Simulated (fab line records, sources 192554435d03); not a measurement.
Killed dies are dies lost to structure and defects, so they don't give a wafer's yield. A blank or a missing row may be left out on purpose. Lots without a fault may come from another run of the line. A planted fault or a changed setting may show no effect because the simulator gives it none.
A struck lot beside a sound one | flow n5_finfet | 13 steps out of a route of 1938
Sound: wafers L883.2, L883.3, L883.6. Struck: wafers L882.1, L882.4, L882.5. The cause comes at the end.
At each step with rows: each side's tool, then ch and its chambers, then its first start. Under that, the readings that differ: sound wafers | struck wafers | difference of the means | sigmas: that difference in standard deviations of wafers without a fault.
alike: readings whose means differ by less than 2 such deviations, and words and numbers that are the same on both sides. not compared: withheld readings, readings that some wafer has no value for, bounds like >300 that may hide the same value, and numbers for which the record gives no deviation and whose values overlap.
The two part at a step that has a row with sigmas, a row that says differs or no value, or rows on one side only. Numbers that don't overlap but have no deviation are shown without sigmas and don't part them. A reading that every wafer of one side lacks parts them only if that side has two wafers or more.

N5_GATE_CUT_SAC_CAP_01: material SiNx, target thk 24 nm, pulse time 1 s, ald cycles 480.
  sound on ald_sin-01 ch 1,2, day 9 02:16; struck on ald_sin-03 ch 1,2, day 8 21:38
  reading            | sound       | struck        | difference | sigmas
  heater_power_w (W) | 753 787 743 | 896 1027 1033 | +224       | +3
  alike: precursor_pulse_height_rel
N5_GATE_CUT_PECVD_57: deposits SiNx from SiH4/NH3/N2, target thk 21 nm.
  sound on pecvd-02 ch 0,1,2, day 9 04:28; struck on pecvd-02 ch 1,2, day 8 23:50
  alike: heater_power_w, showerhead_plenum_p_Torr, throttle_valve_pct
N5_GATE_CUT_CMP_02: polishes, stops on SiO2, t overpolish 12.7 s, target thk 0 nm.
  sound on cmp-02 ch 1,2, day 9 04:34; struck on cmp-02 ch 1,3, day 8 23:54
  alike: motor_current_A, overpolish_run_s, retaining_ring_pressure_frac, slurry_filter_dp_kPa, time_to_endpoint_s
N5_GATE_CUT_HM_DEP_46: deposits SiO2 from TEOS/O2, target thk 130 nm, time 26.6 s.
  sound on pecvd-04 ch 0,2, day 9 04:52; struck on pecvd-04 ch 0,1,2, day 9 00:14
  alike: heater_power_w, showerhead_plenum_p_Torr, throttle_valve_pct
then, 7 steps without rows for these wafers: N5_GATE_CUT_COAT_34 (time 60 s, resist thk 60 nm); N5_GATE_CUT_COAT_35 (time 60 s, resist thk 10 nm); N5_GATE_CUT_COAT_27 (time 60 s, resist thk 10 nm); N5_GATE_CUT_COAT_07 (resist thk 30 nm); N5_GATE_CUT_EBR_09; N5_GATE_CUT_SOFTBAKE_08 (time 60 s); N5_GATE_CUT_EXPOSE_10 (exposes mask GATE CUT, target cd 20 nm).
N5_GATE_CUT_PEB_11: peb time 60 s.
  sound on litho_track-05 ch 0, day 9 05:16; struck on litho_track-02, day 9 00:30
  no value came back on the struck wafers for chill_plate_temp_C (C), exhaust_pa (Pa); on the sound wafers chill_plate_temp_C (C) reads 22.90 23.16 22.87
then, 1 step without rows for these wafers: N5_GATE_CUT_DEVELOP_12 (develop time 30 s).

WHERE THEY PART
First at N5_GATE_CUT_SAC_CAP_01; last, within this record, at N5_GATE_CUT_PEB_11.

WHY: what the simulator had put in
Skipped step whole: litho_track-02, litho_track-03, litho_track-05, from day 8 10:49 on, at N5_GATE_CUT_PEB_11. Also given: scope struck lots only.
